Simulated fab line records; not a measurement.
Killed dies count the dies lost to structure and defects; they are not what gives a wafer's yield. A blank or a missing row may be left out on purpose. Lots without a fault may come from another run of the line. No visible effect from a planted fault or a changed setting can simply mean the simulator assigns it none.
Which tool is to blame? | flow n5-finfet | 10 lots with 30 wafers sampled at 5 steps, on a route of 1938 steps

## WHAT THE GAUGES READ, wafer by wafer
N5_BEOL_M0_CUTY_INSPECT_59: inspects for defects (macro).
lot  | measured     | on                | raw-defect-count
L131 | day 5 16:12  | defect-inspect-02 | 3 2 3
L132 | day 6 00:46  | defect-inspect-01 | 3 1 1
L135 | day 6 15:46  | defect-inspect-01 | 3 2 1
L143 | day 8 19:31  | defect-inspect-02 | 1 1 0
L145 | day 9 15:42  | defect-inspect-02 | 0 4 1
L147 | day 9 19:52  | defect-inspect-01 | 1 3 7
L148 | day 10 00:56 | defect-inspect-01 | 2 3 2
L149 | day 10 11:35 | defect-inspect-02 | 5 3 0
L150 | day 10 12:33 | defect-inspect-02 | 4 2 1
L151 | day 10 16:20 | defect-inspect-02 | 3 3 4

N5_BEOL_M4_RC_MEAS_101.
lot  | measured     | on        | DIBL_N (mV/V)  | DIBL_P (mV/V)  | IOFF_N (nA/um)    | IOFF_P (nA/um)    | ION_N (uA/um) | ION_P (uA/um) | SS_N (mV/dec)  | SS_P (mV/dec)  | VT_N (mV)         | VT_P (mV)
L131 | day 9 01:16  | prober-02 | 36.5 36.5 34.9 | 36.2 36.3 33.7 | 0.161 0.161 0.131 | 0.177 0.175 0.148 | 674 688 659   | 462 460 453   | 70.6 71.0 70.3 | 73.1 73.1 72.7 | 248.3 249.3 254.6 | -256 -255 -258
L132 | day 9 09:15  | prober-01 | 36.0 36.7 35.0 | 36.4 37.5 34.9 | 0.155 0.184 0.150 | 0.200 0.223 0.181 | 667 683 666   | 450 461 451   | 71.4 72.0 70.9 | 73.4 72.9 73.3 | 250.5 245.8 249.7 | -254 -250 -256
L135 | day 10 13:31 | prober-02 | 36.5 36.4 37.8 | 39.0 39.1 39.4 | 0.202 0.185 0.219 | 0.228 0.222 0.236 | 691 682 681   | 468 463 461   | 72.6 72.5 72.2 | 74.4 73.7 74.2 | 246.6 250.5 246.0 | -251 -251 -254
L143 | day 12 01:35 | prober-02 | 37.6 38.2 37.5 | 37.7 38.5 37.5 | 0.163 0.178 0.157 | 0.228 0.236 0.213 | 664 679 682   | 462 469 466   | 72.5 71.9 71.6 | 73.2 73.2 73.4 | 249.0 251.6 249.4 | -248 -249 -248
L145 | day 13 08:59 | prober-01 | 39.0 36.8 38.3 | 39.9 37.9 39.2 | 0.242 0.184 0.216 | 0.255 0.220 0.239 | 699 682 696   | 472 466 465   | 72.5 71.7 73.1 | 74.6 74.2 73.8 | 244.5 246.4 244.0 | -249 -250 -249
L147 | day 13 11:26 | prober-01 | 35.0 34.8 35.8 | 33.5 33.7 34.4 | 0.128 0.135 0.142 | 0.166 0.166 0.176 | 667 665 667   | 454 456 458   | 70.8 71.5 71.3 | 72.3 72.3 73.0 | 254.6 251.3 251.5 | -254 -255 -253
L148 | day 13 11:52 | prober-02 | 37.6 38.0 36.0 | 36.6 37.1 34.8 | 0.173 0.187 0.149 | 0.171 0.183 0.158 | 673 680 673   | 447 453 451   | 71.0 72.1 71.1 | 73.9 73.8 73.6 | 248.9 248.6 251.8 | -255 -259 -258
L149 | day 13 16:56 | prober-01 | 36.6 38.3 38.3 | 36.3 37.9 38.0 | 0.168 0.202 0.201 | 0.195 0.221 0.219 | 676 680 678   | 460 467 461   | 71.5 71.9 72.1 | 73.1 73.3 73.6 | 247.7 247.3 246.5 | -249 -250 -249
L150 | day 13 18:54 | prober-02 | 36.7 35.1 36.9 | 35.8 34.5 36.0 | 0.169 0.149 0.172 | 0.236 0.217 0.234 | 681 677 684   | 468 469 468   | 71.6 71.0 72.2 | 72.7 73.1 72.9 | 248.6 249.2 246.8 | -248 -249 -248
L151 | day 14 04:37 | prober-02 | 36.3 35.4 35.3 | 37.4 36.6 36.5 | 0.169 0.160 0.150 | 0.221 0.210 0.212 | 673 678 672   | 466 466 466   | 71.8 72.1 72.1 | 73.9 73.6 73.2 | 249.2 249.0 253.6 | -247 -251 -251

## WHICH TOOL RAN EACH LOT (tool, then ch and the chambers of the sampled wafers, then the start)
lot  | N5_BEOL_M0_ETCH_109                | N5_BEOL_M0_SPUTTER_116       | N5_BEOL_M0_ANNEAL_135
L131 | rie-diel-01 ch 1,3, day 5 18:04    | pvd-sputter-02, day 5 21:05  | pvd-sputter-02, day 5 21:24
L132 | rie-diel-03 ch 0,1,2, day 6 04:11  | pvd-sputter-02, day 6 05:37  | pvd-sputter-02, day 6 05:56
L135 | rie-diel-03 ch 0,1,2, day 6 18:07  | pvd-sputter-01, day 6 19:23  | pvd-sputter-01, day 6 19:42
L143 | rie-diel-03 ch 0,1, day 8 22:14    | pvd-sputter-02, day 9 00:40  | pvd-sputter-02, day 9 00:59
L145 | rie-diel-03 ch 1,2,3, day 9 20:01  | pvd-sputter-01, day 9 20:42  | pvd-sputter-01, day 9 21:01
L147 | rie-diel-04 ch 0,1,3, day 9 23:07  | pvd-sputter-03, day 10 01:59 | pvd-sputter-03, day 10 02:19
L148 | rie-diel-01 ch 0,1,2, day 10 02:19 | pvd-sputter-03, day 10 05:13 | pvd-sputter-03, day 10 05:32
L149 | rie-diel-01 ch 1,2,3, day 10 14:52 | pvd-sputter-02, day 10 17:14 | pvd-sputter-02, day 10 17:33
L150 | rie-diel-04 ch 0,1,3, day 10 19:41 | pvd-sputter-01, day 10 20:38 | pvd-sputter-01, day 10 20:58
L151 | rie-diel-04 ch 0,1, day 10 19:53   | pvd-sputter-03, day 11 01:19 | pvd-sputter-03, day 11 01:38
- N5_BEOL_M0_ETCH_109: etches SiCN in CH3F/O2, target depth 8 nm, overetch 2.4 nm, time 27.4 s.
- N5_BEOL_M0_SPUTTER_116: material Cu, target thk 4 nm, time 7.37 s.
- N5_BEOL_M0_ANNEAL_135: time 60 s.

## WHAT THE TOOLS THEMSELVES READ (means of the sampled wafers that have a number; where no wafer has one, the mark that the record gives instead)
N5_BEOL_M0_ETCH_109.
lot  | tool        | bias-w (W) | drypump-motor-current-A (A) | oes-product-au (a.u.) | rf-vpp-V (V) | showerhead-plenum-p-Torr (Torr) | throttle-valve-pct (%)
L131 | rie-diel-01 | 75.22      | 5.5                         | 0.78                  | 299.0        | 2.08                            | 16.18
L132 | rie-diel-03 | 74.92      | 5.8                         | 0.66                  | 297.6        | 2.00                            | 16.32
L135 | rie-diel-03 | 74.90      | 5.8                         | 0.66                  | 296.8        | 2.00                            | 16.34
L143 | rie-diel-03 | 94.52      | 5.8                         | 0.81                  | 344.0        | 2.01                            | 16.02
L145 | rie-diel-03 | 94.41      | 5.5                         | 0.64                  | 344.0        | 2.02                            | 16.47
L147 | rie-diel-04 | 75.05      | 5.5                         | 0.77                  | 299.3        | 2.07                            | 16.12
L148 | rie-diel-01 | 75.08      | 5.4                         | 0.72                  | 298.4        | 2.09                            | 16.20
L149 | rie-diel-01 | 75.20      | 5.6                         | 0.74                  | 298.5        | 2.07                            | 16.23
L150 | rie-diel-04 | 75.02      | 5.4                         | 0.75                  | 298.4        | 2.06                            | 16.13
L151 | rie-diel-04 | 74.97      | 5.2                         | 0.73                  | 298.4        | 2.06                            | 16.03

N5_BEOL_M0_SPUTTER_116.
lot  | tool           | throttle-valve-pct (%)
L131 | pvd-sputter-02 | 30.5
L132 | pvd-sputter-02 | 30.0
L135 | pvd-sputter-01 | 31.1
L143 | pvd-sputter-02 | 30.3
L145 | pvd-sputter-01 | 30.9
L147 | pvd-sputter-03 | 30.1
L148 | pvd-sputter-03 | 30.0
L149 | pvd-sputter-02 | 30.1
L150 | pvd-sputter-01 | 31.3
L151 | pvd-sputter-03 | 30.1

N5_BEOL_M0_ANNEAL_135.
lot  | tool           | heater-power-w (W)
L131 | pvd-sputter-02 | 875
L132 | pvd-sputter-02 | 814
L135 | pvd-sputter-01 | 784
L143 | pvd-sputter-02 | 852
L145 | pvd-sputter-01 | 821
L147 | pvd-sputter-03 | 818
L148 | pvd-sputter-03 | 826
L149 | pvd-sputter-02 | 856
L150 | pvd-sputter-01 | 789
L151 | pvd-sputter-03 | 788

## THE ANSWER, worked out from the rows above alone
Rule: the lots themselves supply what counts as usual. The widest of any qualifying gaps counts: lots, ordered by their means at a reading, are off when they make up no more than a third of the lots, leave a main group of 4 or more, and stand apart from it by 3 or more times the standard deviation of that group's means. A main group whose means are all the same, to the digits that the tables above print for the reading, isn't used. Also off: a lot with no number at a reading for which 4 or more lots have one. All remaining lots with rows at the step are treated as sound. Order of review: gauges by route order, followed by the tools' own readings, for which a lot's mean as printed above is used. The first step at which some lot is off is used, and at that step the reading that is off furthest; a lot without a number counts as furthest.
Off: L143, L145, at N5_BEOL_M0_ETCH_109 (bias-w). Main group: mean 75.05 W, sd 0.11.
If a tool, at that step or one of the process steps before it, ran each lot that is off and ran no sound lot following the first of them, it fits. One candidate fits, namely rie-diel-03 at N5_BEOL_M0_ETCH_109. A fault onset in the window from L135 (day 6 18:07, its last sound lot) to L143 (day 8 22:14, its first lot off) fits.
The tool's own readings at N5_BEOL_M0_ETCH_109 bear it out: on the lots that are off they differ by more than 5 times the standard deviation of the sound lots' means. bias-w reads 94.47 W there against 75.05 W on the sound lots; rf-vpp-V reads 344.0 V there against 298.3 V on the sound lots.

## WHAT WAS PUT IN BY THE SIMULATOR
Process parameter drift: rie-diel-03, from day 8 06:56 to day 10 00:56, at N5_BEOL_M0_ETCH_109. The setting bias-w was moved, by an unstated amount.
Lots struck among those shown: L143, L145. The rule given above showed the same thing.
